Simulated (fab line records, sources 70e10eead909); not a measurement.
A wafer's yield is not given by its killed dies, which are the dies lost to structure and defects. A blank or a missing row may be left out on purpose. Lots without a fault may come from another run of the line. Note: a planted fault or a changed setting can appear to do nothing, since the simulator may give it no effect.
Which tool did it? | flow nandHarc | 12 lots, 36 wafers sampled, at 5 steps of a route of 1302

## WHAT EACH GAUGE READ, for each wafer
NHARC_END_SORT_01. Usual: killedAtArray 52, standard deviation 17; killedAtOther 1.2, standard deviation 1.4; killedAtPeriphery 4.7, standard deviation 2.9; killedDies 58, standard deviation 17; killedOpen 3.2, standard deviation 1.9; killedShort 2.4, standard deviation 1.4.
lot  | measured     | on        | killedAtArray | killedAtOther | killedAtPeriphery | killedDies | killedOpen | killedShort | flag
L255 | day 24 18:31 | prober-01 | 37 36 35      | 1 1 0         | 3 0 2             | 41 37 37   | 4 4 4      | 4 4 3       | 
L256 | day 25 00:46 | prober-02 | 44 53 39      | 0 0 1         | 4 3 5             | 48 56 45   | 0 3 6      | 2 2 4       | 
L266 | day 28 20:31 | prober-02 | 40 41 42      | 2 0 0         | 3 2 5             | 45 43 47   | 2 3 1      | 3 2 2       | 
L265 | day 28 19:47 | prober-01 | 66 39 44      | 3 2 0         | 2 2 4             | 71 43 48   | 3 1 2      | 3 1 3       | 
L268 | day 30 01:56 | prober-02 | 28 31 40      | 0 1 0         | 2 7 4             | 30 39 44   | 3 7 4      | 3 2 5       | 
L273 | day 32 18:51 | prober-01 | 56 64 72      | 4 1 1         | 4 9 3             | 64 74 76   | 1 2 3      | 5 2 2       | 

## WHICH TOOL RAN EACH LOT (tool, then ch and the chambers of the sampled wafers, then the start)
lot  | NHARC_A_SLIT_ETCH_29              | NHARC_A_WL_FILL_ALD_02             | NHARC_A_WL_FILL_ETCHBACK_05      | NHARC_A_WL_FILL_ALD_10
L255 | rieDiel-09 ch 0,2, day 20 07:15   | aldMetal-03 ch 0,2, day 20 15:00   | rieMetal-03 ch 0,1, day 20 16:01 | aldHk-03 ch 0,2,3, day 20 21:33
L256 | rieDiel-08 ch 1,2, day 20 15:53   | aldMetal-01 ch 1,2, day 21 02:01   | rieMetal-03 ch 0,1, day 21 03:05 | aldHk-03 ch 0,1,2, day 21 09:10
L258 | rieDiel-13 ch 0,2,3, day 20 22:35 | aldMetal-03 ch 0,1,3, day 21 06:17 | rieMetal-01 ch 0,1, day 21 07:20 | aldHk-04 ch 1,2,3, day 21 14:41
L266 | rieDiel-09 ch 0,1,2, day 24 14:16 | aldMetal-01 ch 0,2,3, day 24 21:59 | rieMetal-03 ch 0,1, day 24 23:02 | aldHk-01 ch 1,2,3, day 25 04:27
L265 | rieDiel-08 ch 0,1,3, day 24 16:43 | aldMetal-01 ch 0,2, day 25 00:28   | rieMetal-02 ch 0,1, day 25 01:31 | aldHk-04 ch 1,2, day 25 05:10
L268 | rieDiel-08 ch 1,3, day 25 14:54   | aldMetal-03 ch 0,1,2, day 25 22:37 | rieMetal-01 ch 0,1, day 25 23:41 | aldHk-01 ch 0,1, day 26 06:25
L270 | rieDiel-13 ch 2,3, day 26 06:54   | aldMetal-04 ch 0,1, day 26 14:26   | rieMetal-01 ch 0,1, day 26 15:28 | aldHk-03 ch 2,3, day 26 21:19
L273 | rieDiel-08 ch 1,3, day 28 02:57   | aldMetal-03 ch 0,2,3, day 28 10:40 | rieMetal-01 ch 0,1, day 28 11:40 | aldHk-04 ch 2,3, day 28 20:35
L272 | rieDiel-13 ch 1,2,3, day 28 04:28 | aldMetal-01 ch 0,2,3, day 28 10:46 | rieMetal-03 ch 0,1, day 28 11:49 | aldHk-01 ch 0,2,3, day 28 20:04
L275 | rieDiel-09 ch 0,2,3, day 28 17:38 | aldMetal-04 ch 0,1,2, day 29 01:16 | rieMetal-02 ch 0,1, day 29 02:40 | aldHk-01 ch 1,2,3, day 29 08:03
L276 | rieDiel-09 ch 1,3, day 29 01:46   | aldMetal-04 ch 2,3, day 29 09:32   | rieMetal-03 ch 0,1, day 29 10:34 | aldHk-01 ch 1,2,3, day 29 16:06
L277 | rieDiel-08 ch 1,2, day 29 10:06   | aldMetal-01 ch 0,1,2, day 29 17:09 | rieMetal-02 ch 0,1, day 29 18:11 | aldHk-04 ch 1,2,3, day 30 00:33
- NHARC_A_SLIT_ETCH_29: etches the open film in CF4/O2, target depth 100 nm, overetch 10 nm, time 55 s.
- NHARC_A_WL_FILL_ALD_02: deposits TiN, target thk 2 nm, pulse time 3 s, ald cycles 100.
- NHARC_A_WL_FILL_ETCHBACK_05: etches the open film in Cl2/BCl3, target depth 22 nm, time 60 s.
- NHARC_A_WL_FILL_ALD_10: deposits SiO2, target thk 50 nm, pulse time 10 s, ald cycles 500.

## AS READ BY THE TOOLS THEMSELVES (means over the sampled wafers that have a number; for cases with no such wafer, the mark the record gives instead)
NHARC_A_SLIT_ETCH_29. Usual: drypumpMotorCurrentA 5.6 A, standard deviation 0.42; oes_ar_750_au 1.000 a.u., standard deviation 0.0044; oesProductAu 1.002 a.u., standard deviation 0.015; rfVppV 197.9 V, standard deviation 1.6; showerheadPlenumPTorr 1.34 Torr, standard deviation 0.063; throttleValvePct 13.398 %, standard deviation 0.0091.
lot  | tool       | drypumpMotorCurrentA (A) | oes_ar_750_au (a.u.) | oesProductAu (a.u.) | rfVppV (V) | showerheadPlenumPTorr (Torr) | throttleValvePct (%) | flag
L255 | rieDiel-09 | 5.2                      | 1.004                | 1.007               | 197.7      | 1.33                         | 13.400               | 
L256 | rieDiel-08 | 5.6                      | 1.002                | 1.008               | 197.7      | 1.35                         | 13.398               | 
L258 | rieDiel-13 | 5.3                      | 0.996                | 0.993               | 198.6      | 1.38                         | 13.399               | 
L266 | rieDiel-09 | 5.7                      | 1.003                | 0.996               | 197.8      | 1.32                         | 13.398               | 
L265 | rieDiel-08 | 5.9                      | 1.000                | 1.015               | 197.8      | 1.34                         | 13.398               | 
L268 | rieDiel-08 | 6.0                      | 0.999                | 1.021               | 198.1      | 1.37                         | 13.396               | 
L270 | rieDiel-13 | 5.1                      | 1.005                | 0.980               | 198.9      | 1.38                         | 13.400               | 
L273 | rieDiel-08 | 6.0                      | 0.997                | 1.024               | 198.3      | 1.37                         | 13.390               | 
L272 | rieDiel-13 | 5.3                      | 1.001                | 0.998               | 197.7      | 1.33                         | 13.400               | 
L275 | rieDiel-09 | 5.6                      | 1.003                | 1.003               | 197.3      | 1.34                         | 13.408               | 
L276 | rieDiel-09 | 6.1                      | 1.002                | 1.010               | 197.7      | 1.37                         | 13.397               | 
L277 | rieDiel-08 | 5.8                      | 1.002                | 1.012               | 198.0      | 1.35                         | 13.401               | 

NHARC_A_WL_FILL_ALD_02. Usual: heaterPowerW 1096 W, standard deviation 130; precursorPulseHeightRel 0.999, standard deviation 0.02.
lot  | tool        | heaterPowerW (W) | precursorPulseHeightRel | flag
L255 | aldMetal-03 | 1270             | 1.015                   | 
L256 | aldMetal-01 | 1230             | 1.024                   | 
L258 | aldMetal-03 | 1111             | 1.009                   | 
L266 | aldMetal-01 | 1124             | 1.006                   | 
L265 | aldMetal-01 | 1172             | 0.998                   | 
L268 | aldMetal-03 | 1167             | 1.009                   | 
L270 | aldMetal-04 | 1093             | 1.005                   | 
L273 | aldMetal-03 | 1158             | 1.020                   | 
L272 | aldMetal-01 | 1110             | 0.970                   | 
L275 | aldMetal-04 | 1094             | 0.990                   | 
L276 | aldMetal-04 | 1104             | 1.007                   | 
L277 | aldMetal-01 | 1066             | 0.999                   | 

NHARC_A_WL_FILL_ETCHBACK_05. Usual: drypumpMotorCurrentA 5.7 A, standard deviation 0.51; oesProductAu 0.998 a.u., standard deviation 0.014.
lot  | tool        | drypumpMotorCurrentA (A) | oesProductAu (a.u.) | flag
L255 | rieMetal-03 | 5.1                      | 1.005               | 
L256 | rieMetal-03 | 5.1                      | 1.011               | 
L258 | rieMetal-01 | 5.7                      | 0.998               | 
L266 | rieMetal-03 | 5.1                      | 1.021               | 
L265 | rieMetal-02 | 6.0                      | 1.001               | 
L268 | rieMetal-01 | 5.7                      | 0.969               | 
L270 | rieMetal-01 | 5.7                      | 0.971               | 
L273 | rieMetal-01 | 5.7                      | 0.981               | 
L272 | rieMetal-03 | 5.1                      | 1.010               | 
L275 | rieMetal-02 | 6.3                      | 0.992               | 
L276 | rieMetal-03 | 5.1                      | 1.005               | 
L277 | rieMetal-02 | 6.3                      | 0.992               | 

NHARC_A_WL_FILL_ALD_10. Usual: heaterPowerW 437 W, standard deviation 42; precursorPulseHeightRel 1.001, standard deviation 0.019.
lot  | tool     | heaterPowerW (W) | precursorPulseHeightRel | flag
L255 | aldHk-03 | 416              | 1.003                   | 
L256 | aldHk-03 | 433              | 1.012                   | 
L258 | aldHk-04 | 403              | 0.989                   | 
L266 | aldHk-01 | 468              | 1.013                   | 
L265 | aldHk-04 | 397              | 0.993                   | 
L268 | aldHk-01 | 434              | 1.015                   | 
L270 | aldHk-03 | 426              | 0.992                   | 
L273 | aldHk-04 | 427              | 0.999                   | 
L272 | aldHk-01 | 461              | 1.014                   | 
L275 | aldHk-01 | 480              | 0.993                   | 
L276 | aldHk-01 | 481              | 0.995                   | 
L277 | aldHk-04 | 413              | 1.010                   | 

## THE ANSWER, worked out from the rows above alone
Rule: lot off if the mean of its wafers having a number is beyond 3 standard deviations from the usual mean. A lot without any number at a reading at which 4 lots or more have one is off too. All remaining lots with rows at the step are treated as sound. Order of review: gauges by route order, followed by the tools' own readings, for which a lot's mean as printed above is used. At the first step where some lot is off, the reading lying furthest off is the one used; lots without a number count as furthest.
No lot is off at any reading shown: from this, nothing can be told.

## WHAT WAS PUT IN BY THE SIMULATOR
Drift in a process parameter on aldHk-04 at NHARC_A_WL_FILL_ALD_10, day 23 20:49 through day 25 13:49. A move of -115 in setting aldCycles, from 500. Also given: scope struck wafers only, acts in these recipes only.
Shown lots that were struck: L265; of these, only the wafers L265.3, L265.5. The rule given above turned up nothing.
